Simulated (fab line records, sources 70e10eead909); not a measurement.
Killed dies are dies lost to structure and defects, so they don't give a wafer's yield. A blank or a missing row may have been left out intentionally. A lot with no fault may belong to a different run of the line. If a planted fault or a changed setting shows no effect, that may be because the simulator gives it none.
A struck lot beside a sound one ; flow nand-harc ; 42 out of 1159 route steps
Sound: these wafers, L591.1, L591.3, L591.4. Wafers struck: L597.2, L597.3, L597.5. Last of all comes the cause.
At each step with rows: each side's tool, then ch and its chambers, then its first start. Under that, the readings that differ: sound wafers ; struck wafers ; difference of the means ; sigmas: that difference in standard deviations of wafers without a fault.
alike: same words and numbers on both sides, and readings whose means sit less than 2 such deviations apart. not compared: any withheld reading, any reading some wafer has no value for, any bound like >300 that may hide the same value, and any number with overlapping values for which the record gives no deviation.
The two part at a step that has a row with sigmas, a row that says differs or no value, or rows on one side only. When numbers do not overlap yet have no deviation, they are printed without sigmas and do not part them. Lack of a reading on every wafer of one side parts them only where that side has two or more wafers.

first, 8 steps without rows for these wafers: NHARC_A_CONTACT_ETCH_75 (etches the open film in CF4, target depth 39 nm, time 65 s); NHARC_A_CONTACT_ETCH_76 (etches the open film in N2/H2, target depth 260 nm, time 475.3 s); NHARC_A_CONTACT_ETCH_77 (etches the open film in CF4/CHF3, target depth 72.6 nm, time 36.3 s); NHARC_A_CONTACT_ETCH_78 (etches the open film in O2/COS, target depth 2800 nm, time 728 s); NHARC_A_CONTACT_ETCH_124 (etches the open film in C4F8/O2/Ar, time 140 s, target depth 700 nm); NHARC_A_CONTACT_ETCH_125 (etches the open film in C4F8/O2/Ar, time 155 s, target depth 956 nm); NHARC_A_CONTACT_ETCH_126 (etches the open film in C4F8/O2/Ar, time 155 s, target depth 956 nm); NHARC_A_CONTACT_ETCH_127 (etches the open film in C4F8/O2/Ar, time 155 s, target depth 956 nm).
NHARC_A_CONTACT_ETCH_128: etches the open film in C4F8/O2/Ar, time 155 s, target depth 956 nm.
  sound on har-cap-etch-02 ch 0,1, day 17 01:27; struck on har-cap-etch-02 ch 0,1, day 19 01:28
  not compared: rf-hours-counter-h
then, 3 steps without rows for these wafers: NHARC_A_CONTACT_ETCH_129 (etches the open film in C4F8/O2/Ar, time 155 s, target depth 956 nm); NHARC_A_CONTACT_ETCH_130 (etches the open film in C4F8/O2/Ar, time 155 s, target depth 956 nm); NHARC_A_CONTACT_ETCH_131 (etches the open film in C4F8/O2/Ar, time 155 s, target depth 956 nm).
NHARC_A_CONTACT_ETCH_132: etches the open film in C4F8/O2/Ar, time 156 s, target depth 958 nm.
  sound on har-cap-etch-02 ch 0,1, day 17 02:01; struck on har-cap-etch-02 ch 0,1, day 19 02:02
  not compared: rf-hours-counter-h
then, 3 steps without rows for these wafers: NHARC_A_CONTACT_ETCH_133 (etches the open film in C4F8/O2/Ar, time 195 s, target depth 840 nm); NHARC_A_CONTACT_ETCH_91 (etches the open film in CH3F/O2, target depth 40 nm, time 85.7 s); NHARC_A_CONTACT_ETCH_97 (etches the open film in C4F6/O2, target depth 20 nm, time 10 s).
NHARC_A_CONTACT_CD_MEAS_80:
  sound on cd-sem-01 at day 17 03:06; struck on cd-sem-02 at day 19 03:01
  alike: cd-nm
then, 6 steps without rows for these wafers: NHARC_A_CONTACT_STRIP_103 (strips in N2/H2); NHARC_A_CONTACT_STRIP_104 (strips in CF4/CHF3); NHARC_A_CONTACT_STRIP_105 (strips in O2/COS); NHARC_A_CONTACT_ETCH_106 (etches the open film in CF4/O2, target depth 60 nm, overetch 6 nm, time 33 s); NHARC_A_CONTACT_STRIP_82 (strips in O2); NHARC_A_CONTACT_STRIP_83 (strips in post etch residue remover, time 600 s).
NHARC_A_CONTACT_DEP_84: deposits aC, target thk 2000 nm.
  sound on acl-dep-01 ch 0, day 17 04:10; struck on acl-dep-02 ch 0, day 19 04:24
  alike: throttle-valve-pct
NHARC_A_CONTACT_DEP_85: deposits SiON, target thk 50 nm.
  sound on pecvd-02 ch 0,1,2, day 17 05:25; struck on pecvd-03 ch 0,2, day 19 05:29
  alike: heater-power-w
then, 10 steps without rows for these wafers: NHARC_A_CONTACT_DEHYDRATE_00 (time 120 s); NHARC_A_CONTACT_HMDS_01 (time 30 s); NHARC_A_CONTACT_COAT_86 (time 75 s); NHARC_A_CONTACT_COAT_87 (time 65 s); NHARC_A_CONTACT_COAT_02 (resist thk 90 nm); NHARC_A_CONTACT_SOFTBAKE_03 (time 55 s); NHARC_A_CONTACT_EBR_04; NHARC_A_CONTACT_EXPOSE_05 (exposes mask A CC); NHARC_A_CONTACT_PEB_06 (peb time 65 s); NHARC_A_CONTACT_DEVELOP_07 (develop time 35 s).
NHARC_A_CONTACT_CD_MEAS_08: the cd target is 100 nm.
  sound on cd-sem-01 ch 0, day 17 06:08; struck on cd-sem-03 ch 0, day 19 06:03
  alike: cd-nm
NHARC_A_CONTACT_OVL_MEAS_09:
  sound on overlay-02 at day 17 06:13; struck on overlay-02 at day 19 06:08
  alike: overlay-x-nm, overlay-y-nm
then, 1 step without rows for these wafers: NHARC_A_CONTACT_DESCUM_13 (chemistry O2, time 3 s).
NHARC_A_CONTACT_ETCH_88: etches the open film in CF4, target depth 39 nm, time 65 s.
  sound on rie-diel-12 ch 0,2,3, day 17 06:25; struck on rie-diel-02 ch 1,3, day 19 06:19
  alike: drypump-motor-current-A, oes-product-au, rf-vpp-V, showerhead-plenum-p-Torr, throttle-valve-pct
  not compared: rf-hours-counter-h
then, 1 step without rows for these wafers: NHARC_A_CONTACT_ETCH_89 (etches the open film in N2/H2, target depth 260 nm, time 475.3 s).
NHARC_A_CONTACT_ETCH_30: etches the open film in CF4/CHF3, target depth 60.5 nm, time 30.2 s.
  sound on rie-diel-12 ch 1,2,3; struck on rie-diel-02 ch 0,1,2
reading;sound;struck;difference;sigmas
oes-product-au (a.u.);0.985 0.997 0.964;0.924 0.910 0.940;-0.057;-2
  alike: drypump-motor-current-A, rf-vpp-V, showerhead-plenum-p-Torr, throttle-valve-pct
  not compared: rf-hours-counter-h
-- jump in the record: it breaks off in module A_CONTACT and resumes in module END (first step shown: number 1159 of the route), and 3 days separate the struck wafers' starts before and after --
NHARC_END_SORT_01:
  the record has rows for the struck wafers here (prober-01 ch 0, day 21 22:46) and none for the sound ones

WHERE THEY PART
Earliest at NHARC_A_CONTACT_ETCH_30; latest, in this record, at NHARC_END_SORT_01.

WHY: the cause the simulator had injected
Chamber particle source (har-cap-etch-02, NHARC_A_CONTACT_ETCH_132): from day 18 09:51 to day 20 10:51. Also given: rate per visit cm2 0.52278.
